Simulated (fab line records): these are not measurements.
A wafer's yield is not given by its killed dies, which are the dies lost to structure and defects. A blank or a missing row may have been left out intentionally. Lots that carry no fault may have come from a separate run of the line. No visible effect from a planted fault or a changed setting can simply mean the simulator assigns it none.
fab line records ; flow nandHarc ; part 1 of 2: steps 1 to 3 of 6
record: lots: 24; wafers: 72; lastDay: 24
route steps=1159 shown A_CONTACT@913 A_BLC@974
lots with no fault: from the same line, run without faults
startH: hours from the record's opening day to when the first of the lot's shown wafers began ; waitH: how many hours have passed since the lot's step before this one ; " as in the row above ; L1.1+2: several wafers, shown together as one row ; - no value present, or no start provided ; * or withheld: withheld ; < > ~ a bound
route shown NAME@n: names a module that has steps shown in the file, with the first one's number in the route ; usual: average and standard deviation across the fault-free wafers ; same: alike in all rows ; chamber/n: place in a boat ; sites: per-site readings ; _std_site: the standard deviation of these ; _edge_site: the outer-site mean with the inner-site mean subtracted ; radiusMm: for every site, how far away it sits from the centre of the wafer ; mask NAME#n: copy n ; behind: the most recent tool/chamber to have shaped the wafer ; hold: why the lot went on hold/how many hours it stayed there/how the hold came to an end ; device: names the non-switching transistor (n, p or np) ; end of line: at the end of the route, the tests of the same wafers ; a step without rows: its recipe alone ; killed: at the first sort, the dies lost to defects and structure; wafer yield is something else ; map: dies across one wafer; x = killed, . = not, _ = none there
set.NAME: the setting that was run; set.NAME@STEP: the one run at that earlier step ; model.NAME: the simulator's own value behind a step, which no gauge read
a sample of lots followed through the steps of the route, with each step as a table and each wafer as a row
services: the hour from which a tool's chamber was out of use, counted from the record's first day as startH (under 0 if before that day), plus the number of hours and why
== steps ==
step: NHARC_A_CONTACT_ETCH_133
recipe: sourceW: withheld; pressureMtorr: 20; biasV: 400; timeS: 195; targetDepthA: 8400; arFlowSccm: withheld; c4f8FlowSccm: 11.5; o2FlowSccm: 7.2; chemistry: C4F8/O2/Ar
lot.wafer;tool;chamber;startH;waitH;rfHoursCounterH
L075.2;harCapEtch-01;0;384.55;0.1;59
L075.1;harCapEtch-01;1;384.55;0.1;59
L075.3;harCapEtch-01;0;384.55;0.1;-
L076.2;harCapEtch-03;1;386.21;0.1;84
L076.3;harCapEtch-03;0;386.21;0.1;-
L076.4;harCapEtch-03;1;386.21;0.1;-
L074.1;harCapEtch-02;0;392.05;0.2;15
L074.3;harCapEtch-02;1;392.05;0.2;-
L074.5;harCapEtch-02;1;392.05;0.2;-
L078.4;harCapEtch-02;0;395.25;0.2;-
L078.6;harCapEtch-02;1;395.25;0.2;-
L078.5;harCapEtch-02;0;395.25;0.2;-
L077.1;harCapEtch-03;0;395.45;0.1;88
L077.5;harCapEtch-03;0;395.45;0.1;-
L077.6;harCapEtch-03;1;395.45;0.1;-
L079.2;harCapEtch-02;0;399.87;0.1;17
L079.1;harCapEtch-02;1;399.87;0.1;17
L079.3;harCapEtch-02;0;399.87;0.1;-
L081.1;harCapEtch-02;0;425.69;0.1;20
L081.3;harCapEtch-02;1;425.69;0.1;-
L081.4;harCapEtch-02;0;425.69;0.1;-
L080.1;harCapEtch-03;0;428.55;0.1;91
L080.4;harCapEtch-03;0;428.55;0.1;-
L080.5;harCapEtch-03;1;428.55;0.1;-
L083.3;harCapEtch-01;1;439.27;0.2;-
L083.4;harCapEtch-01;0;439.27;0.2;-
L083.6;harCapEtch-01;1;439.27;0.2;-
L082.3;harCapEtch-02;0;441.69;0.2;-
L082.4;harCapEtch-02;1;441.69;0.2;-
L082.6;harCapEtch-02;0;441.69;0.2;-
L084.1;harCapEtch-03;0;469.09;0.1;96
L084.5;harCapEtch-03;1;469.09;0.1;-
L084.6;harCapEtch-03;0;469.09;0.1;-
L087.3;harCapEtch-01;1;469.23;0.2;-
L087.4;harCapEtch-01;0;469.23;0.2;-
L087.5;harCapEtch-01;1;469.23;0.2;-
L088.2;harCapEtch-01;0;472.78;0.1;72
L088.4;harCapEtch-01;1;472.78;0.1;-
L088.6;harCapEtch-01;0;472.78;0.1;-
L086.1;harCapEtch-01;1;477.21;0.1;74
L086.4;harCapEtch-01;1;477.21;0.1;-
L086.6;harCapEtch-01;1;477.21;0.1;-
L091.1;harCapEtch-03;1;479.44;0.1;100
L091.5;harCapEtch-03;0;479.44;0.1;-
L091.6;harCapEtch-03;1;479.44;0.1;-
L085.2;harCapEtch-01;1;481.32;0.1;75
L085.4;harCapEtch-01;0;481.32;0.1;-
L085.6;harCapEtch-01;0;481.32;0.1;-
L089.1;harCapEtch-03;0;487.06;0.1;102
L089.2;harCapEtch-03;1;487.06;0.1;102
L089.4;harCapEtch-03;1;487.06;0.1;-
L090.1;harCapEtch-01;0;494.50;0.1;78
L090.2;harCapEtch-01;1;494.50;0.1;78
L090.6;harCapEtch-01;1;494.50;0.1;-
L093.1;harCapEtch-01;0;497.31;0.1;79
L093.2;harCapEtch-01;1;497.31;0.1;79
L093.3;harCapEtch-01;1;497.31;0.1;-
L092.2;harCapEtch-03;0;498.78;0.1;104
L092.4;harCapEtch-03;1;498.78;0.1;-
L092.3;harCapEtch-03;0;498.78;0.1;-
L094.1;harCapEtch-01;1;505.77;0.1;81
L094.2;harCapEtch-01;0;505.77;0.1;81
L094.6;harCapEtch-01;0;505.77;0.1;-
L095.2;harCapEtch-01;0;512.02;0.1;82
L095.1;harCapEtch-01;1;512.02;0.1;82
L095.3;harCapEtch-01;1;512.02;0.1;-
L097.4;harCapEtch-02;1;512.59;0.2;-
L097.3;harCapEtch-02;0;512.59;0.2;-
L097.6;harCapEtch-02;0;512.59;0.2;-
L096.2;harCapEtch-01;1;516.19;0.1;84
L096.6;harCapEtch-01;0;516.19;0.1;-
L096.5;harCapEtch-01;1;516.19;0.1;-
step: NHARC_A_CONTACT_ETCH_97
recipe: targetDepthA: 200; overEtchFrac: 0.5; timeS: 10; ionEnergyEv: 250; c4f6FlowSccm: 25; o2FlowSccm: 20; arFlowSccm: 500; rfW: 600; biasW: 500; chemistry: C4F6/O2
usual: drypumpMotorCurrentA: 5.7/0.56; oesProductAu: 0.958/0.022; rfFwdPowerW: 585.9/2.5; rfVppV: 546/3; showerheadPlenumPTorr: 3.90/0.14; throttleValvePct: 26.903/0.0088
lot.wafer;tool;chamber;startH;waitH;drypumpMotorCurrentA;oesProductAu;rfFwdPowerW;rfHoursCounterH;rfVppV;showerheadPlenumPTorr;throttleValvePct
L075.3;rieDiel-01;0;-;-;6.2;0.948;590.9;23;548;4.01;26.898
L075.1;rieDiel-01;2;-;-;6.3;0.935;581.9;24;546;3.84;26.910
L075.2;rieDiel-01;3;-;-;5.7;0.956;584.7;24;548;3.93;26.888
L076.4;rieDiel-13;3;-;-;5.4;0.955;583.4;36;541;3.65;26.898
L076.3;rieDiel-13;0;-;-;5.4;0.946;586.4;35;543;3.77;26.894
L076.2;rieDiel-13;1;-;-;6.4;0.952;584.9;35;542;3.65;26.910
L074.1;rieDiel-05;1;-;-;6.1;0.941;588.4;8;543;3.77;26.906
L074.3;rieDiel-05;2;-;-;4.7;0.939;587.3;7;548;3.91;26.896
L074.5;rieDiel-05;1;-;-;6.1;0.934;587.3;-;544;3.77;26.908
L078.4;rieDiel-01;1;-;-;5.1;0.949;584.0;27;550;4.09;26.893
L078.6;rieDiel-01;2;-;-;6.3;0.957;583.1;-;546;3.83;26.908
L078.5;rieDiel-01;3;-;-;5.7;0.937;585.3;-;546;3.92;26.901
L077.1;rieDiel-13;3;-;-;5.4;0.970;583.3;41;542;3.64;26.896
L077.6;rieDiel-13;3;-;-;5.4;0.976;587.3;-;541;3.64;26.910
L077.5;rieDiel-13;0;-;-;5.4;0.972;588.4;-;542;3.77;26.896
L079.1;rieDiel-13;2;-;-;6.3;0.983;588.3;43;545;3.81;26.912
L079.2;rieDiel-13;3;-;-;5.4;0.970;586.4;44;540;3.64;26.911
L079.3;rieDiel-13;0;-;-;5.4;0.964;586.9;44;543;3.77;26.906
L081.3;rieDiel-01;3;-;-;5.7;0.956;584.9;38;547;3.92;26.895
L081.4;rieDiel-01;1;-;-;5.1;0.923;583.4;35;550;4.08;26.898
L081.1;rieDiel-01;2;-;-;6.3;0.933;586.3;38;546;3.83;26.889
L080.1;rieDiel-05;2;-;-;4.8;0.945;583.5;12;547;3.90;26.910
L080.4;rieDiel-05;1;-;-;6.1;0.931;586.5;12;544;3.77;26.899
L080.5;rieDiel-05;2;-;-;4.8;0.934;584.7;-;547;3.90;26.899
L083.4;rieDiel-01;3;-;-;5.7;0.960;583.3;43;547;3.91;26.905
L083.3;rieDiel-01;1;-;-;5.1;0.956;587.9;41;550;4.08;26.911
L083.6;rieDiel-01;3;-;-;5.7;0.948;579.1;-;546;3.91;26.889
L082.4;rieDiel-01;3;-;-;5.7;0.962;583.5;45;547;3.91;26.900
L082.3;rieDiel-01;2;-;-;6.3;0.963;585.5;46;545;3.82;26.906
L082.6;rieDiel-01;0;-;-;6.2;0.958;592.1;-;548;4.00;26.901
L084.1;rieDiel-13;1;-;-;6.5;0.948;584.7;5;553;4.22;26.899
L084.6;rieDiel-13;2;-;-;6.3;0.937;586.0;-;544;3.80;26.907
L084.5;rieDiel-13;3;-;-;5.4;0.930;589.9;-;553;4.22;26.906
L087.3;rieDiel-05;1;469.87;0.1;6.1;0.950;586.2;19;543;3.77;26.904
L087.5;rieDiel-05;3;469.87;0.1;5.1;0.948;586.6;-;546;3.88;26.908
L087.4;rieDiel-05;2;469.87;0.1;4.7;0.961;583.4;-;548;3.90;26.904
L088.4;rieDiel-01;1;-;-;5.1;0.958;586.0;55;550;4.07;26.907
L088.2;rieDiel-01;2;-;-;6.3;0.958;584.9;58;545;3.82;26.892
L088.6;rieDiel-01;1;-;-;5.1;0.941;584.0;-;550;4.07;26.894
L086.1;rieDiel-05;1;-;-;6.1;0.944;588.0;21;544;3.76;26.891
L086.4;rieDiel-05;2;-;-;4.8;0.956;585.6;20;545;3.90;26.908
L086.6;rieDiel-05;0;-;-;5.8;0.998;583.4;-;545;3.82;26.905
L091.1;rieDiel-05;0;-;-;5.8;0.945;586.4;18;544;3.82;26.914
L091.6;rieDiel-05;2;-;-;4.8;0.933;584.7;-;547;3.90;26.890
L091.5;rieDiel-05;3;-;-;5.0;0.939;587.9;-;547;3.87;26.906
L085.4;rieDiel-01;0;-;-;6.2;0.947;591.2;59;548;3.99;26.903
L085.2;rieDiel-01;2;-;-;6.3;0.933;586.1;62;545;3.81;26.910
L085.6;rieDiel-01;0;-;-;6.2;0.954;592.2;-;547;3.99;26.898
L089.4;rieDiel-13;2;-;-;6.3;0.963;583.0;9;545;3.80;26.906
L089.1;rieDiel-13;3;-;-;5.4;0.951;585.6;8;552;4.22;26.886
L089.2;rieDiel-13;1;-;-;6.5;0.944;587.8;10;552;4.22;26.917
L090.2;rieDiel-13;0;-;-;5.4;0.931;587.1;12;542;3.75;26.909
L090.1;rieDiel-13;3;-;-;5.3;0.934;585.0;10;554;4.22;26.905
L090.6;rieDiel-13;1;-;-;6.5;0.945;585.0;-;553;4.22;26.892
L093.2;rieDiel-05;1;-;-;6.1;0.985;586.1;27;544;3.76;26.909
L093.1;rieDiel-05;2;-;-;4.8;0.993;584.2;26;546;3.90;26.899
L093.3;rieDiel-05;3;-;-;5.0;0.977;586.0;26;546;3.87;26.917
L092.2;rieDiel-05;2;-;-;4.8;0.978;582.8;26;547;3.89;26.907
L092.4;rieDiel-05;3;-;-;5.0;0.976;585.2;26;546;3.87;26.896
L092.3;rieDiel-05;1;-;-;6.1;0.993;587.4;27;543;3.76;26.912
L094.2;rieDiel-13;1;-;-;6.5;0.992;587.0;18;554;4.22;26.887
L094.1;rieDiel-13;3;-;-;5.3;1.000;583.8;16;554;4.22;26.898
L094.6;rieDiel-13;1;-;-;6.5;1.004;585.5;-;553;4.22;26.904
L095.3;rieDiel-01;0;-;-;6.2;1.012;590.2;4;548;3.98;26.897
L095.2;rieDiel-01;2;-;-;6.3;1.016;585.7;5;544;3.81;26.906
L095.1;rieDiel-01;3;-;-;5.7;1.014;585.4;3;546;3.90;26.893
L097.3;rieDiel-05;2;-;-;4.8;0.937;581.5;29;546;3.89;26.912
L097.4;rieDiel-05;1;-;-;6.1;0.943;589.5;30;543;3.76;26.913
L097.6;rieDiel-05;3;-;-;5.0;0.947;585.8;-;545;3.87;26.905
L096.2;rieDiel-01;2;-;-;6.3;0.948;586.3;5;545;3.81;26.895
L096.5;rieDiel-01;0;-;-;6.2;0.947;589.7;-;548;3.98;26.899
L096.6;rieDiel-01;1;-;-;5.1;0.944;583.4;-;550;4.06;26.907
step: NHARC_A_CONTACT_ETCH_106
recipe: targetDepthA: 600; overetchA: 60; timeS: 33; ionEnergyEv: 100; cf4FlowSccm: 80; o2FlowSccm: 20; arFlowSccm: 0; rfW: 300; biasW: 100; chemistry: CF4/O2
usual: drypumpMotorCurrentA: 5.6/0.56; oes_o_777_au: 1.000/0.0048; oesProductAu: 1.000/0.0072; rfFwdPowerW: 295.1/1.7; rfVppV: 197.4/1.3; showerheadPlenumPTorr: 1.32/0.047; throttleValvePct: 13.396/0.0095
lot.wafer;tool;chamber;startH;waitH;drypumpMotorCurrentA;oes_o_777_au;oesProductAu;rfFwdPowerW;rfHoursCounterH;rfVppV;showerheadPlenumPTorr;throttleValvePct
L075.3;rieDiel-01;2;385.65;0.1;6.3;0.993;1.002;295.5;24;198.4;1.30;13.393
L075.2;rieDiel-01;0;385.65;0.1;6.2;0.993;0.992;296.4;23;198.1;1.37;13.390
L075.1;rieDiel-01;1;385.65;0.1;5.1;1.007;0.995;292.2;20;200.0;1.40;13.391
L076.3;rieDiel-13;2;387.24;0.0;6.3;1.004;1.022;293.7;36;197.4;1.30;13.388
L076.4;rieDiel-13;3;387.24;0.0;5.3;1.005;1.000;293.9;36;196.4;1.23;13.381
L076.2;rieDiel-13;1;387.24;0.0;6.5;1.000;0.997;294.6;35;195.7;1.23;13.387
L074.1;rieDiel-05;1;393.22;0.1;6.1;0.993;0.991;295.4;8;197.1;1.28;13.407
L074.3;rieDiel-05;3;393.22;0.1;5.0;1.000;0.998;296.9;7;198.9;1.32;13.410
L074.5;rieDiel-05;0;393.22;0.1;5.8;1.003;0.987;294.4;-;197.3;1.30;13.402
L078.4;rieDiel-01;1;396.43;0.1;5.1;1.003;0.990;292.0;27;198.7;1.39;13.403
L078.5;rieDiel-01;0;396.43;0.1;6.2;0.996;0.998;296.7;-;198.5;1.37;13.391
L078.6;rieDiel-01;1;396.43;0.1;5.1;0.996;0.995;292.3;-;199.4;1.39;13.392
L077.1;rieDiel-05;2;396.65;0.1;4.7;1.002;1.001;293.8;8;199.3;1.33;13.383
L077.6;rieDiel-05;0;396.65;0.1;5.8;0.999;0.990;293.8;-;196.0;1.30;13.398
L077.5;rieDiel-05;1;396.65;0.1;6.1;1.002;1.000;297.5;-;195.9;1.28;13.379
L079.2;rieDiel-05;0;401.12;0.1;5.8;1.003;0.991;293.6;8;196.7;1.30;13.401
L079.3;rieDiel-05;1;401.12;0.1;6.1;0.998;0.994;296.3;10;196.2;1.28;13.381
L079.1;rieDiel-05;2;401.12;0.1;4.7;0.998;1.004;294.4;9;196.7;1.33;13.378
L081.1;rieDiel-13;1;427.00;0.3;6.4;1.004;1.002;296.1;48;196.1;1.23;13.411
L081.3;rieDiel-13;3;427.00;0.3;5.4;0.994;1.005;295.6;48;195.4;1.23;13.387
L081.4;rieDiel-13;0;427.00;0.3;5.4;1.005;0.996;297.8;49;197.1;1.28;13.397
L080.1;rieDiel-01;2;429.69;0.1;6.3;0.997;0.996;296.5;39;197.1;1.30;13.393
L080.4;rieDiel-01;3;429.69;0.1;5.7;1.006;0.996;292.9;39;197.2;1.33;13.405
L080.5;rieDiel-01;1;429.69;0.1;5.1;0.994;1.003;292.4;-;198.6;1.39;13.403
L083.3;rieDiel-05;3;440.29;0.1;5.0;0.999;1.001;296.8;14;197.1;1.32;13.392
L083.4;rieDiel-05;0;440.29;0.1;5.8;0.998;0.999;294.4;13;195.9;1.30;13.406
L083.6;rieDiel-05;3;440.29;0.1;5.0;1.002;0.992;296.4;-;197.0;1.32;13.400
L082.4;rieDiel-05;1;442.68;0.1;6.1;1.000;0.992;296.8;15;195.7;1.28;13.387
L082.3;rieDiel-05;3;442.68;0.1;5.0;0.996;0.986;294.8;14;198.4;1.32;13.409
L082.6;rieDiel-05;1;442.68;0.1;6.1;1.001;1.005;296.9;-;196.2;1.28;13.391
L084.1;rieDiel-13;0;470.17;0.1;5.4;0.994;0.994;297.6;5;195.8;1.27;13.408
L084.5;rieDiel-13;1;470.17;0.1;6.4;1.004;1.006;294.0;-;201.5;1.44;13.399
L084.6;rieDiel-13;2;470.17;0.1;6.3;0.999;0.997;293.0;-;195.2;1.29;13.385
L087.3;rieDiel-13;1;470.39;0.2;6.4;0.993;1.002;297.1;6;199.4;1.44;13.390
L087.4;rieDiel-13;3;470.39;0.2;5.3;1.005;1.009;294.4;4;199.6;1.45;13.407
L087.5;rieDiel-13;0;470.39;0.2;5.4;1.003;0.997;296.4;-;196.4;1.27;13.414
L088.4;rieDiel-01;1;473.87;0.1;5.1;1.002;0.988;292.4;55;198.3;1.39;13.407
L088.2;rieDiel-01;2;473.87;0.1;6.3;0.991;1.000;294.4;58;196.9;1.30;13.375
L088.6;rieDiel-01;3;473.87;0.1;5.7;0.998;1.006;291.7;-;197.4;1.33;13.409
L086.4;rieDiel-05;3;478.39;0.1;5.0;0.999;1.005;295.0;20;195.4;1.32;13.405
L086.1;rieDiel-05;1;478.39;0.1;6.1;1.009;1.003;296.6;21;196.5;1.28;13.385
L086.6;rieDiel-05;3;478.39;0.1;5.0;0.997;1.005;294.7;-;197.7;1.32;13.393
L091.1;rieDiel-01;3;480.51;0.1;5.7;0.993;0.998;292.5;60;198.7;1.33;13.403
L091.6;rieDiel-01;1;480.51;0.1;5.1;0.999;0.988;291.6;-;198.0;1.39;13.390
L091.5;rieDiel-01;2;480.51;0.1;6.2;1.004;1.006;295.5;-;198.1;1.30;13.406
L085.4;rieDiel-05;1;482.41;0.1;6.0;1.001;1.004;296.9;22;196.4;1.28;13.388
L085.2;rieDiel-05;3;482.41;0.1;5.0;1.003;0.998;296.3;21;198.4;1.32;13.405
L085.6;rieDiel-05;1;482.41;0.1;6.0;1.001;0.999;297.6;-;195.7;1.28;13.398
L089.2;rieDiel-05;1;488.14;0.1;6.1;1.001;0.993;296.9;23;196.1;1.28;13.404
L089.1;rieDiel-05;2;488.14;0.1;4.7;1.005;1.000;295.3;22;195.7;1.33;13.391
L089.4;rieDiel-05;3;488.14;0.1;5.0;0.996;0.990;296.4;22;197.5;1.32;13.400
L090.2;rieDiel-13;0;495.57;0.1;5.4;0.996;1.011;296.0;12;196.5;1.27;13.395
L090.1;rieDiel-13;2;495.57;0.1;6.3;1.007;1.004;294.0;11;197.0;1.29;13.400
L090.6;rieDiel-13;3;495.57;0.1;5.4;1.001;1.003;296.6;-;199.8;1.44;13.392
L093.1;rieDiel-05;1;499.41;0.3;6.0;0.997;1.012;297.2;27;196.8;1.28;13.402
L093.3;rieDiel-05;3;499.41;0.3;5.0;0.997;0.996;296.4;26;197.7;1.32;13.393
L093.2;rieDiel-05;0;499.41;0.3;5.8;1.006;0.992;293.8;24;196.4;1.30;13.394
L092.4;rieDiel-05;2;500.37;0.1;4.7;1.001;0.997;293.7;27;198.6;1.32;13.398
L092.2;rieDiel-05;3;500.37;0.1;5.0;1.006;0.994;296.0;26;197.3;1.32;13.377
L092.3;rieDiel-05;1;500.37;0.1;6.1;1.007;1.004;297.4;27;197.2;1.28;13.384
L094.2;rieDiel-05;3;506.98;0.2;5.0;0.990;0.999;298.1;27;197.2;1.32;13.417
L094.1;rieDiel-05;2;506.98;0.2;4.7;0.993;0.998;295.9;28;196.4;1.32;13.393
L094.6;rieDiel-05;3;506.98;0.2;5.0;1.001;0.991;295.8;-;197.4;1.32;13.400
L095.1;rieDiel-01;2;513.10;0.1;6.3;0.999;1.015;295.9;5;196.3;1.29;13.396
L095.2;rieDiel-01;0;513.10;0.1;6.2;1.000;1.001;297.0;4;199.7;1.36;13.410
L095.3;rieDiel-01;1;513.10;0.1;5.1;0.991;1.009;292.9;6;198.2;1.39;13.397
L097.4;rieDiel-05;1;513.59;0.1;6.1;0.996;0.996;296.2;30;195.9;1.28;13.377
L097.3;rieDiel-05;2;513.59;0.1;4.7;0.997;0.998;295.5;29;197.8;1.32;13.389
L097.6;rieDiel-05;0;513.59;0.1;5.8;0.995;0.991;294.2;-;197.6;1.30;13.402
L096.2;rieDiel-05;1;517.23;0.1;6.0;0.999;1.011;298.2;30;196.0;1.28;13.388
L096.6;rieDiel-05;2;517.23;0.1;4.7;1.001;1.006;295.3;-;198.1;1.32;13.392
L096.5;rieDiel-05;3;517.23;0.1;5.0;1.008;1.005;296.6;-;195.9;1.32;13.390
